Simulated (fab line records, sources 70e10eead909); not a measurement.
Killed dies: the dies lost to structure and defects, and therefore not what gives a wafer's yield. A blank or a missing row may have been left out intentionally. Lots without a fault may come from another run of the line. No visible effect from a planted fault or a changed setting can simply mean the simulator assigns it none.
Matching of chambers / flow nandHarc / 4 sister chambers for NHARC_P_ZERO_WELL_DESCUM_26 on rieDiel-07
The step chemistry O2, time 3 s. 14 wafers are shown with their chamber, then 7 later ones without.

WAFERS WITH THEIR CHAMBER
wafer=L229.4; chamber=2; showerheadPlenumPTorr (Torr)=1.79; drypumpMotorCurrentA (A)=6.2; oesProductAu (a.u.)=0.995
wafer=L229.5; chamber=1; showerheadPlenumPTorr (Torr)=2.01; drypumpMotorCurrentA (A)=5.3; oesProductAu (a.u.)=0.993
wafer=L229.6; chamber=0; showerheadPlenumPTorr (Torr)=1.83; drypumpMotorCurrentA (A)=5.9; oesProductAu (a.u.)=1.007
wafer=L230.3; chamber=0; showerheadPlenumPTorr (Torr)=1.83; drypumpMotorCurrentA (A)=6.0; oesProductAu (a.u.)=0.991
wafer=L230.4; chamber=1; showerheadPlenumPTorr (Torr)=2.01; drypumpMotorCurrentA (A)=5.3; oesProductAu (a.u.)=0.994
wafer=L230.5; chamber=1; showerheadPlenumPTorr (Torr)=2.01; drypumpMotorCurrentA (A)=5.3; oesProductAu (a.u.)=1.000
wafer=L243.1; chamber=3; showerheadPlenumPTorr (Torr)=1.85; drypumpMotorCurrentA (A)=5.5; oesProductAu (a.u.)=0.978
wafer=L243.2; chamber=1; showerheadPlenumPTorr (Torr)=1.99; drypumpMotorCurrentA (A)=5.3; oesProductAu (a.u.)=1.013
wafer=L243.4; chamber=2; showerheadPlenumPTorr (Torr)=1.78; drypumpMotorCurrentA (A)=6.1; oesProductAu (a.u.)=1.008
wafer=L244.3; chamber=2; showerheadPlenumPTorr (Torr)=1.78; drypumpMotorCurrentA (A)=6.2; oesProductAu (a.u.)=1.009
wafer=L244.5; chamber=1; showerheadPlenumPTorr (Torr)=1.99; drypumpMotorCurrentA (A)=5.3; oesProductAu (a.u.)=1.003
wafer=L244.6; chamber=2; showerheadPlenumPTorr (Torr)=1.78; drypumpMotorCurrentA (A)=6.1; oesProductAu (a.u.)=1.019
wafer=L246.1; chamber=2; showerheadPlenumPTorr (Torr)=1.78; drypumpMotorCurrentA (A)=6.2; oesProductAu (a.u.)=1.010
wafer=L246.2; chamber=1; showerheadPlenumPTorr (Torr)=1.99; drypumpMotorCurrentA (A)=5.3; oesProductAu (a.u.)=1.008

SIGNATURES, as means of the wafers listed above
reading=showerheadPlenumPTorr; chamber 0=1.8300; chamber 1=2.0000; chamber 2=1.7820; chamber 3=1.8500; scatter within a chamber=0.00825
reading=drypumpMotorCurrentA; chamber 0=5.950; chamber 1=5.300; chamber 2=6.160; chamber 3=5.500; scatter within a chamber=0.0412
reading=oesProductAu; chamber 0=0.99900; chamber 1=1.00183; chamber 2=1.00820; chamber 3=0.97800; scatter within a chamber=0.00854
Rule: for a wafer and a chamber, the distance is found by dividing, reading by reading, the gap between the wafer's reading and the chamber's mean by the reading's scatter, squaring, summing and taking the root. The wafer belongs to the nearest chamber; if the next one is less than 2 further off, it can't be placed. The scatter: the root of (the sum of the squares of (reading less its chamber's mean) over the shown wafers, divided by (wafers less chambers)).

WAFERS WITHOUT THEIR CHAMBER
wafer=L246.3; showerheadPlenumPTorr (Torr)=1.85; drypumpMotorCurrentA (A)=5.4; oesProductAu (a.u.)=0.991
wafer=L249.1; showerheadPlenumPTorr (Torr)=1.78; drypumpMotorCurrentA (A)=6.1; oesProductAu (a.u.)=1.010
wafer=L249.2; showerheadPlenumPTorr (Torr)=1.85; drypumpMotorCurrentA (A)=5.5; oesProductAu (a.u.)=0.977
wafer=L249.6; showerheadPlenumPTorr (Torr)=1.99; drypumpMotorCurrentA (A)=5.3; oesProductAu (a.u.)=0.991
wafer=L250.1; showerheadPlenumPTorr (Torr)=1.80; drypumpMotorCurrentA (A)=6.0; oesProductAu (a.u.)=0.992
wafer=L250.2; showerheadPlenumPTorr (Torr)=1.99; drypumpMotorCurrentA (A)=5.3; oesProductAu (a.u.)=1.003
wafer=L250.6; showerheadPlenumPTorr (Torr)=1.80; drypumpMotorCurrentA (A)=6.0; oesProductAu (a.u.)=1.001

EACH ONE'S CHAMBER
wafer=L246.3; from the rows above=3; in truth=3
wafer=L249.1; from the rows above=2; in truth=2
wafer=L249.2; from the rows above=3; in truth=3
wafer=L249.6; from the rows above=1; in truth=1
wafer=L250.1; from the rows above=can't be placed: 0 or 2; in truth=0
wafer=L250.2; from the rows above=1; in truth=1
wafer=L250.6; from the rows above=can't be placed: 0 or 2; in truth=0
Correct placement for 5 of the 7. Not placeable from these rows: 2 (in 2, the candidates include the true chamber). Placed wrongly: 0.
